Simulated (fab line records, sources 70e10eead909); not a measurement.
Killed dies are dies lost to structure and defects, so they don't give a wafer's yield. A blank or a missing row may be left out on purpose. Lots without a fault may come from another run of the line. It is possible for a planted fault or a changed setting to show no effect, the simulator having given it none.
fab line records | flow nand-harc
[record] lots = 7 wafers = 21 last-day = 25
route steps=1159 shown P_ZERO_WELL@8 END@1159
lots with no fault: from the same line, run without faults
start-h: hours from the record's opening day to when the first of the lot's shown wafers began | wait-h: how many hours have passed since the lot's step before this one | " identical to the entry in the row above | L1.1+2: several wafers, shown together as one row | - value missing, or start not given | * or withheld: withheld | < > ~ a bound
route shown NAME@n: names a module that has steps shown in the file, with the first one's number in the route | usual: mean/standard deviation taken from wafers without a fault | same: alike in all rows | chamber/n: place in a boat | sites: per-site readings | _std_site: the standard deviation of these | _edge_site: outer sites' mean less inner sites' | radius-mm: how far each site lies from the wafer's centre | mask NAME#n: copy n | behind: the last tool/chamber to shape the wafer | hold: the reason the lot was held/the length of the hold in hours/how it ended | device: which transistor (n, p or np) failed to switch | end of line: the route-end tests of the same wafers | a step with no rows: only its recipe | killed: the dies lost at the first sort to structure and to defects; this is not the yield of the wafer | map: a wafer's dies, x killed, . not, _ none there
set.NAME: the run value of the setting; set.NAME@STEP: its run value at that earlier step | model.NAME: the simulator's own value behind a step, which no gauge read
lots seen at some steps along the route; tables by step, rows by wafer
services: the hour from which a tool's chamber was out of use, counted from the record's first day as start-h (under 0 if before that day), plus the number of hours and why
[[steps]]
[step NHARC_P_ZERO_WELL_COAT_05]
[recipe] spin-rpm = 2000 resist-thk-nm = 600
[step NHARC_P_ZERO_WELL_SOFTBAKE_06]
[recipe] temp-c = 125 time-s = 70
[step NHARC_P_ZERO_WELL_EBR_07]
[step NHARC_P_ZERO_WELL_EXPOSE_08]
[recipe] na = 0.55 target-cd-nm = 500 dose-mj = 33.8 mask-id = P_ZERO
[step NHARC_P_ZERO_WELL_PEB_09]
[recipe] peb-temp-c = 128 peb-time-s = 80
[step NHARC_P_ZERO_WELL_DEVELOP_10]
[recipe] time-s = 50 dev-temp-c = 22
[step NHARC_P_ZERO_WELL_CD_MEAS_11]
[recipe] target-cd-nm = 500 landing-energy-ev = 500
[usual] cd-nm = 500.1/1.6
// columns lot.wafer tool chamber start-h wait-h cd-nm
L986.2 cd-sem-01 0 13.39 - 500.4
L986.3 " 0 " " 499.5
L986.4 " 0 " " 500.3
L989.1 cd-sem-03 0 31.24 - 499.9
L989.2 " 0 " " 502.5
L989.5 " 0 " " 501.1
L104.1 cd-sem-03 0 121.25 - 499.2
L104.4 " 0 " " 498.4
L104.5 " 0 " " 500.4
L105.1 cd-sem-03 0 127.12 - 497.7
L105.2 " 0 " " 500.8
L105.5 " 0 " " 501.2
L106.2 cd-sem-02 0 133.32 - 500.8
L106.5 " 0 " " 497.9
L106.6 " 0 " " 500.2
L108.3 cd-sem-01 0 145.24 - 501.5
L108.4 " 0 " " 501.3
L108.6 " 0 " " 500.3
L109.1 cd-sem-02 0 151.23 - 501.2
L109.4 " 0 " " 499.3
L109.6 " 0 " " 499.7
[step NHARC_P_ZERO_WELL_HARDBAKE_12]
[recipe] temp-c = 118 time-s = 65
[step NHARC_P_ZERO_WELL_DESCUM_13]
[recipe] time-s = 3 o2-flow-sccm = 200 ar-flow-sccm = 0 bias-power-w = 0 chemistry = O2
[usual] drypump-motor-current-A = 6.0/0.42 oes-product-au = 1.000/0.011 rf-vpp-V = 57.8/0.89 showerhead-plenum-p-Torr = 1.95/0.078 throttle-valve-pct = 11.312/0.0084
// columns lot.wafer tool chamber start-h wait-h drypump-motor-current-A oes-product-au rf-hours-counter-h rf-vpp-V showerhead-plenum-p-Torr throttle-valve-pct
L986.2 rie-diel-04 1 13.54 - 6.3 0.992 5 58.6 1.96 11.299
L986.3 " 2 " " 6.2 0.990 5 56.9 1.93 11.316
L986.4 " 0 " " 6.1 0.993 5 57.6 1.96 11.310
L989.1 rie-diel-04 1 31.40 - 6.3 1.000 7 59.7 1.96 11.307
L989.2 " 3 " " 6.2 0.991 7 57.4 1.98 11.316
L989.5 " 1 " " 6.3 0.995 - 57.9 1.96 11.308
L104.4 rie-diel-07 3 121.43 - 5.4 0.984 5 58.4 1.86 11.323
L104.1 " 0 " " 5.3 1.000 6 58.7 1.98 11.323
L104.5 " 1 " " 5.9 0.976 - 57.4 2.04 11.298
L105.1 rie-diel-04 2 127.29 - 6.3 1.007 0 58.5 1.93 11.322
L105.2 " 0 " " 6.1 0.985 0 58.2 1.96 11.309
L105.5 " 0 " " 6.1 0.989 - 58.6 1.96 11.311
L106.2 rie-diel-11 3 133.47 - 5.1 0.995 8 58.9 2.06 11.327
L106.6 " 1 " " 6.6 1.016 - 56.4 1.81 11.307
L106.5 " 2 " " 5.9 1.000 - 57.7 1.93 11.308
L108.3 rie-diel-07 1 145.42 - 5.9 1.000 7 58.4 2.04 11.314
L108.4 " 1 " " 5.9 0.986 - 57.7 2.04 11.310
L108.6 " 2 " " 5.7 0.986 - 56.9 1.79 11.306
L109.1 rie-diel-11 2 151.39 - 5.9 1.018 9 58.4 1.93 11.317
L109.4 " 0 " " 6.1 1.008 6 58.5 2.02 11.301
L109.6 " 2 " " 5.9 1.012 - 57.8 1.93 11.310
[step NHARC_P_ZERO_WELL_ETCH_65]
[recipe] target-depth-a = 800 overetch-a = 240 time-s = 87.88 ion-energy-ev = 200 n2-flow-sccm = 150 h2-flow-sccm = 150 ar-flow-sccm = 0 rf-w = 400 bias-w = 150 chemistry = N2/H2
[usual] drypump-motor-current-A = 5.9/0.42 oes-product-au = 1.000/0.011 rf-vpp-V = 431.5/2.5 showerhead-plenum-p-Torr = 2.07/0.087 throttle-valve-pct = 14.171/0.0098
// columns lot.wafer tool chamber start-h wait-h drypump-motor-current-A oes-product-au rf-hours-counter-h rf-vpp-V showerhead-plenum-p-Torr throttle-valve-pct
L986.3 rie-diel-04 0 13.94 0.4 6.1 0.984 5 432.1 2.09 14.171
L986.4 " 1 " " 6.3 0.989 5 433.3 2.09 14.164
L986.2 " 2 " " 6.3 1.007 6 431.3 2.06 14.168
L989.1 rie-diel-04 2 31.48 0.1 6.3 1.013 7 429.8 2.05 14.181
L989.2 " 1 " " 6.3 0.995 7 432.2 2.09 14.180
L989.5 " 2 " " 6.3 1.016 - 431.0 2.06 14.172
L104.4 rie-diel-07 3 121.50 0.1 5.4 1.003 5 428.5 1.98 14.177
L104.1 " 1 " " 5.8 0.993 5 434.1 2.18 14.153
L104.5 " 2 " " 5.7 0.997 - 427.9 1.91 14.174
L105.1 rie-diel-04 0 127.38 0.1 6.1 0.992 1 432.1 2.09 14.179
L105.2 " 2 " " 6.2 1.005 1 430.8 2.05 14.181
L105.5 " 2 " " 6.3 1.004 - 432.5 2.05 14.171
L106.2 rie-diel-11 3 133.58 0.1 5.1 1.004 8 434.3 2.20 14.171
L106.5 " 2 " " 5.9 1.006 - 431.5 2.06 14.171
L106.6 " 3 " " 5.1 1.007 - 435.0 2.20 14.180
L108.3 rie-diel-07 2 145.53 0.1 5.7 0.994 7 427.2 1.91 14.160
L108.6 " 3 " " 5.4 0.992 - 428.0 1.98 14.168
L108.4 " 1 " " 5.8 0.981 - 434.5 2.18 14.182
L109.4 rie-diel-11 3 151.48 0.1 5.1 0.997 9 435.2 2.20 14.172
L109.1 " 1 " " 6.6 1.005 9 427.1 1.92 14.185
L109.6 " 3 " " 5.2 1.002 - 434.6 2.20 14.160
[step NHARC_P_ZERO_WELL_ETCH_62]
[recipe] target-depth-a = 130 time-s = 6.5 chf3-flow-sccm = 50 ar-flow-sccm = 200 rf-w = 500 bias-w = 200 chemistry = CHF3/Ar
[usual] drypump-motor-current-A = 6.0/0.42 oes-product-au = 0.963/0.017 rf-vpp-V = 371.5/2.1 showerhead-plenum-p-Torr = 2.38/0.091 throttle-valve-pct = 20.217/0.0094
// columns lot.wafer tool chamber start-h wait-h drypump-motor-current-A oes-product-au rf-hours-counter-h rf-vpp-V showerhead-plenum-p-Torr throttle-valve-pct
L986.2 rie-diel-04 3 - - 6.2 0.953 6 372.5 2.42 20.218
L986.3 " 0 " " 6.1 0.949 5 372.8 2.40 20.216
L986.4 " 1 " " 6.3 0.933 5 371.9 2.40 20.235
L989.2 rie-diel-04 2 - - 6.3 0.982 7 371.7 2.36 20.232
L989.1 " 3 " " 6.2 0.973 7 371.2 2.42 20.227
L989.5 " 2 " " 6.3 0.987 - 371.7 2.36 20.217
L104.4 rie-diel-07 2 - - 5.7 0.952 5 367.1 2.20 20.213
L104.1 " 0 " " 5.3 0.988 6 373.6 2.42 20.215
L104.5 " 2 " " 5.7 0.962 - 367.5 2.20 20.220
L105.2 rie-diel-04 2 - - 6.3 0.960 1 371.8 2.36 20.215
L105.1 " 0 " " 6.1 0.947 1 372.6 2.40 20.238
L105.5 " 0 " " 6.1 0.953 - 371.1 2.40 20.214
L106.2 rie-diel-11 1 - - 6.6 0.963 8 368.3 2.22 20.215
L106.5 " 1 " " 6.6 0.967 - 369.1 2.22 20.212
L106.6 " 3 " " 5.1 0.952 - 374.0 2.51 20.223
L108.3 rie-diel-07 1 - - 5.9 0.956 8 373.3 2.49 20.216
L108.6 " 2 " " 5.7 0.959 - 366.8 2.20 20.210
L108.4 " 3 " " 5.4 0.953 - 370.6 2.28 20.216
L109.4 rie-diel-11 2 - - 5.9 0.980 9 372.6 2.36 20.215
L109.1 " 0 " " 6.1 0.977 6 373.7 2.46 20.225
L109.6 " 2 " " 5.9 0.980 - 370.7 2.36 20.216
[step NHARC_P_ZERO_WELL_ETCH_63]
[recipe] target-depth-a = 1200 time-s = 40.1 hbr-flow-sccm = 150 cl2-flow-sccm = 50 rf-w = 400 icp-w = 400 bias-w = 100 chemistry = HBr/Cl2
[usual] drypump-motor-current-A = 5.7/0.4 oes-product-au = 1.000/0.0095 throttle-valve-pct = 26.406/0.0093
// columns lot.wafer tool chamber start-h wait-h drypump-motor-current-A oes-product-au rf-hours-counter-h throttle-valve-pct
L986.3 rie-si-01 0 14.13 - 5.3 1.006 0.6 26.403
L986.2 " 1 " " 5.7 1.000 0.6 26.394
L986.4 " 2 " " 6.6 1.000 0.5 26.399
L989.2 rie-si-01 2 31.65 - 6.5 1.014 0.6 26.409
L989.1 " 3 " " 5.7 0.993 0.6 26.400
L989.5 " 3 " " 5.8 0.993 - 26.409
L104.1 rie-si-04 3 121.68 - 6.3 0.992 0.2 26.413
L104.4 " 0 " " 5.6 0.996 0.1 26.423
L104.5 " 2 " " 4.9 0.997 - 26.401
L105.2 rie-si-06 0 127.60 - 5.5 1.010 1.0 26.421
L105.1 " 1 " " 5.9 0.993 1.0 26.385
L105.5 " 3 " " 5.5 0.996 - 26.391
L106.2 rie-si-04 1 133.77 - 5.8 1.012 0.3 26.416
L106.6 " 1 " " 5.8 1.012 - 26.397
L106.5 " 2 " " 4.9 1.008 - 26.408
L108.3 rie-si-06 2 145.70 - 5.9 1.004 1.2 26.416
L108.4 " 0 " " 5.5 1.014 1.2 26.399
L108.6 " 3 " " 5.5 1.005 - 26.409
L109.4 rie-si-04 1 151.65 - 5.8 1.007 0.4 26.394
L109.1 " 0 " " 5.6 1.008 0.4 26.398
L109.6 " 1 " " 5.8 1.007 - 26.404
[step NHARC_P_ZERO_WELL_STRIP_15]
[recipe] time-s = 900 temp-c = 130 chemistry = SPM
[usual] bath-guard-temp-C = 130.1/0.56 bath-heat-duty-pct = 15.2/1.7
// columns lot.wafer tool chamber start-h wait-h bath-guard-temp-C bath-heat-duty-pct
L986.3 wet-bench-05 7 14.28 - 130.3 14.9
L986.4 " 2 " " 131.0 18.0
L986.2 " 3 " " 130.7 15.7
L989.1 wet-bench-05 2 31.81 - 130.9 18.0
L989.5 " 4 " " 129.4 13.8
L989.2 " 6 " " 130.6 16.4
L104.4 wet-bench-07 5 121.83 - - -
L104.5 " 6 " " - -
L104.1 " 2 " " - -
L105.2 wet-bench-07 4 127.73 - - -
L105.5 " 7 " " - -
L105.1 " 0 " " - -
L106.2 wet-bench-01 0 133.93 - - -
L106.5 " 3 " " - -
L106.6 " 4 " " - -
L108.6 wet-bench-01 4 145.85 - 129.4 16.6
L108.3 " 6 " " 130.3 18.8
L108.4 " 1 " " 129.2 13.5
L109.6 wet-bench-01 6 151.80 - 130.8 17.2
L109.1 " 1 " " 129.4 15.1
L109.4 " 3 " " 130.4 15.2
[step NHARC_P_ZERO_WELL_DEHYDRATE_16]
[recipe] temp-c = 150 time-s = 120
[step NHARC_END_SORT_01]
[recipe] temp-c = 25
[usual] killed-at-array = 25/9.7 killed-at-other = 0.7/0.87 killed-at-periphery = 3.3/2.3 killed-dies = 29/11 killed-open = 3.6/2.1 killed-short = 2.3/1.7
[same] gross-dies = 677
// columns lot.wafer tool chamber start-h wait-h killed-at-array killed-at-other killed-at-periphery killed-dies killed-open killed-short
L989.1 prober-01 0 442.24 2.5 12 2 3 17 4 2
L989.2 prober-01 0 443.03 2.8 9 0 4 13 2 4
L989.5 prober-01 0 445.39 3.6 6 0 1 7 2 0
L986.2 prober-01 0 450.77 2.8 19 0 1 20 3 3
L986.3 prober-01 0 451.58 3.1 16 0 3 19 4 1
L986.4 prober-01 0 452.38 3.4 6 0 3 9 1 1
L105.1 prober-01 0 544.37 2.5 16 0 4 20 3 1
L105.2 prober-01 0 545.18 2.8 18 0 3 21 5 2
L105.5 prober-01 0 547.59 3.7 20 1 5 26 2 1
// killed by level:class
L989.1 A_CONTACT:chamber-film-flake=2 THIN_TSV:chamber-film-flake=2 A_ONON_D1:geometric-particle:short=1 A_CHANNEL_HOLE_D1:geometric-particle:open=1 A_SGD_CUT:geometric-particle:short=1 A_WL_FILL:geometric-particle:open=1 A_CONTACT:geometric-particle:open=1 A_BLC:geometric-particle:open=1
L989.2 A_CHANNEL_FILL_D1:geometric-particle:short=3 P_M0:chamber-film-flake=2 A_STAIRCASE:chamber-film-flake=2 A_CHANNEL_FILL_D1:geometric-particle:open=1 A_WL_FILL:geometric-particle:short=1 A_BLC:geometric-particle:open=1 P_GATE:chamber-film-flake=1 P_BONDPAD:chamber-film-flake=1
L989.5 A_SLIT:chamber-film-flake=3 P_GATE:geometric-particle:open=1 A_M0:geometric-particle:open=1 A_STAIRCASE:chamber-film-flake=1 A_CONTACT:chamber-film-flake=1
L986.2 A_SLIT:chamber-film-flake=9 A_WL_FILL:geometric-particle:short=2 A_CHANNEL_HOLE_D1:chamber-film-flake=2 A_STAIRCASE:chamber-film-flake=2 P_CONTACT:geometric-particle:open=1 A_ONON_D1:geometric-particle:open=1 A_CHANNEL_HOLE_D1:geometric-particle:open=1 A_CONTACT:geometric-particle:short=1
L986.3 A_SLIT:chamber-film-flake=7 A_CHANNEL_HOLE_D1:chamber-film-flake=3 A_CONTACT:chamber-film-flake=3 P_M0:geometric-particle:open=1 P_M1:geometric-particle:open=1 A_ONON_D1:geometric-particle:short=1 A_CONTACT:geometric-particle:open=1 A_BLC:geometric-particle:open=1
L986.4 A_SLIT:chamber-film-flake=4 P_ZERO_WELL:chamber-film-flake=2 A_SOURCE_PLATE:geometric-particle:open=1 A_BLC:geometric-particle:short=1 P_STI:chamber-film-flake=1
L105.1 A_CHANNEL_HOLE_D1:chamber-film-flake=10 P_ZERO_WELL:chamber-film-flake=2 P_M0:geometric-particle:open=1 A_ONON_D1:geometric-particle:open=1 A_ONON_D1:geometric-particle:short=1 A_CONTACT:geometric-particle:open=1 P_STI:chamber-film-flake=1 A_CHANNEL_FILL_D1:chamber-film-flake=1
L105.2 A_CHANNEL_HOLE_D1:chamber-film-flake=6 A_WL_FILL:geometric-particle:open=3 A_M1:chamber-film-flake=3 A_M0:geometric-particle:open=2 P_GATE:chamber-film-flake=2 A_ONON_D1:geometric-particle:short=1 A_SGD_CUT:geometric-particle:short=1 P_ZERO_WELL:chamber-film-flake=1
L105.5 A_CHANNEL_HOLE_D1:chamber-film-flake=11 P_ZERO_WELL:chamber-film-flake=4 A_CONTACT:chamber-film-flake=2 A_M1:chamber-film-flake=2 A_SLIT:geometric-particle:open=1 A_WL_FILL:geometric-particle:open=1 A_WL_FILL:geometric-particle:short=1 P_STI:chamber-film-flake=1
[[services]]
// columns tool chamber start-h hours kind
rie-diel-11 3 -0.68 14.5 repair
rie-si-06 1 -0.54 2.6 repair
rie-diel-07 0 1.52 4.7 repair
rie-si-06 - 6.00 9.0 pm
rie-diel-11 - 12.50 9.0 pm
rie-si-06 3 26.15 5.3 repair
wet-bench-01 - 37.60 8.0 pm
rie-diel-07 - 51.20 9.0 pm
rie-si-01 - 55.80 2.0 repair
rie-diel-04 - 64.82 1.5 repair
rie-diel-11 0 74.20 17.4 repair
rie-si-06 0 75.87 13.3 repair
wet-bench-05 - 85.87 8.0 pm
rie-diel-04 - 95.59 0.5 repair
wet-bench-07 - 96.00 8.0 pm
rie-si-04 2 98.30 5.7 repair
rie-si-04 - 99.00 9.0 pm
rie-si-04 0 111.08 4.2 repair
rie-diel-04 - 111.92 9.0 pm
rie-diel-11 0 124.39 23.1 repair
rie-si-01 1 126.73 2.9 repair
rie-si-01 - 127.00 9.0 pm
wet-bench-07 - 132.29 6.0 repair
rie-diel-07 0 144.38 1.3 repair
[[key]]
[first-sign] step = NHARC_P_ZERO_WELL_STRIP_15 reading = tool-record direction = missing
effect none on later readings
met-at NHARC_P_ZERO_WELL_STRIP_15
struck-wafers L104.1,L104.4,L104.5,L105.1,L105.2,L105.5,L106.2,L106.5,L106.6
tester-left-out L104,L105,L106
[fault] kind = skipped-step-whole tool = wet-bench-01,wet-bench-07 chamber = - onset-h = 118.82 steps = NHARC_P_ZERO_WELL_STRIP_15 scope = struck-lots-only
// tester-left-out: of these lots the tester's yield and bins aren't shown, on N5 and GAA mostly nor the transistor test; their killed dies are dies lost to structure and defects alone, not to doping, threshold or leakage, so they don't give the yield
